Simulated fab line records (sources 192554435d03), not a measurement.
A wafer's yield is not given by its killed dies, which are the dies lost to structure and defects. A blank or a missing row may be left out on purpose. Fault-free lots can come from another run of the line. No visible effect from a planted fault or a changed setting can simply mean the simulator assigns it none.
Which of the tools did it? | flow n5 finfet | 22 wafers from 8 lots sampled at 4 of the route's 1938 steps

WHAT EACH GAUGE READ, for each wafer
N5_MOL_CONTACT_COAG_INSPECT_42: inspects for defects (brightfield).
lot  | measured     | on                | raw defect count
L919 | day 5 09:09  | defect inspect-01 | 248 196 290
L921 | day 5 15:01  | defect inspect-02 | 238 272 210
L928 | day 7 08:29  | defect inspect-02 | 171 1430 127
L931 | day 8 15:49  | defect inspect-02 | 170 1600 133
L933 | day 8 20:32  | defect inspect-01 | 185 139
L938 | day 9 20:46  | defect inspect-01 | 188 223
L941 | day 10 19:22 | defect inspect-02 | 184 303 208
L942 | day 11 05:14 | defect inspect-02 | 142 147 165

EACH LOT AND THE TOOL THAT RAN IT (in order: tool; ch and the chambers of the sampled wafers; start)
lot  | N5_MOL_CONTACT_COAG_ETCH_90        | N5_MOL_CONTACT_COAG_ETCH_91        | N5_MOL_CONTACT_COAG_ETCH_47
L919 | rie diel-02 ch 0,3, day 5 07:52    | rie diel-04 ch 1,2, day 5 08:10    | rie diel-04 ch 1,2, day 5 08:24
L921 | rie diel-04 ch 1,2,3, day 5 13:50  | rie diel-03 ch 1,2, day 5 14:08    | rie diel-03 ch 1,2, day 5 14:22
L928 | rie diel-03 ch 2,3, day 7 07:14    | rie diel-03 ch 0,2,3, day 7 07:37  | rie diel-03 ch 0,2,3, day 7 07:51
L931 | rie diel-03 ch 1,2, day 8 14:32    | rie diel-03 ch 0,2,3, day 8 14:50  | rie diel-03 ch 0,2,3, day 8 15:04
L933 | rie diel-03 ch 2,3, day 8 18:55    | rie diel-04 ch 0,3, day 8 19:34    | rie diel-04 ch 0,3, day 8 19:47
L938 | rie diel-02 ch 0,3, day 9 19:13    | rie diel-02 ch 2,3, day 9 19:52    | rie diel-02 ch 2,3, day 9 20:05
L941 | rie diel-02 ch 1,2,3, day 10 18:05 | rie diel-04 ch 0,1,3, day 10 18:23 | rie diel-04 ch 0,1,3, day 10 18:37
L942 | rie diel-03 ch 0,2,3, day 11 03:59 | rie diel-03 ch 0,2, day 11 04:20   | rie diel-03 ch 0,2, day 11 04:34
- N5_MOL_CONTACT_COAG_ETCH_90: etches SiARC in CF4, target depth 13 nm, time 21.7 s.
- N5_MOL_CONTACT_COAG_ETCH_91: etches SOC in N2/H2, target depth 60 nm, overetch 21 nm, time 101.2 s.
- N5_MOL_CONTACT_COAG_ETCH_47: etches SiNx in CH3F/O2, stops on W, target depth 27 nm.

THE ANSWER, worked out from the rows above alone
Rule: usual is defined by the lots themselves. The widest of any qualifying gaps counts: lots, ordered by their means at a reading, are off when they make up no more than a third of the lots, leave a main group of 4 or more, and stand apart from it by 3 or more times the standard deviation of that group's means. If all means in a main group match to the digits the tables above print for the reading, that group is not used. Also off: a lot with no number at a reading for which 4 or more lots have one. Any other lot the step has rows for is counted as sound.
Off, at N5_MOL_CONTACT_COAG_INSPECT_42 on raw defect count: L928, L931. The main group: mean 206, standard deviation 37.
A tool fits if, at a process step before that reading, it ran every lot that is off, and no sound lot after the first of them. The gauges at N5_MOL_CONTACT_COAG_INSPECT_42 are tried like those tools. Not one of the candidates tried fits.

WHAT THE SIMULATOR HAD INSERTED
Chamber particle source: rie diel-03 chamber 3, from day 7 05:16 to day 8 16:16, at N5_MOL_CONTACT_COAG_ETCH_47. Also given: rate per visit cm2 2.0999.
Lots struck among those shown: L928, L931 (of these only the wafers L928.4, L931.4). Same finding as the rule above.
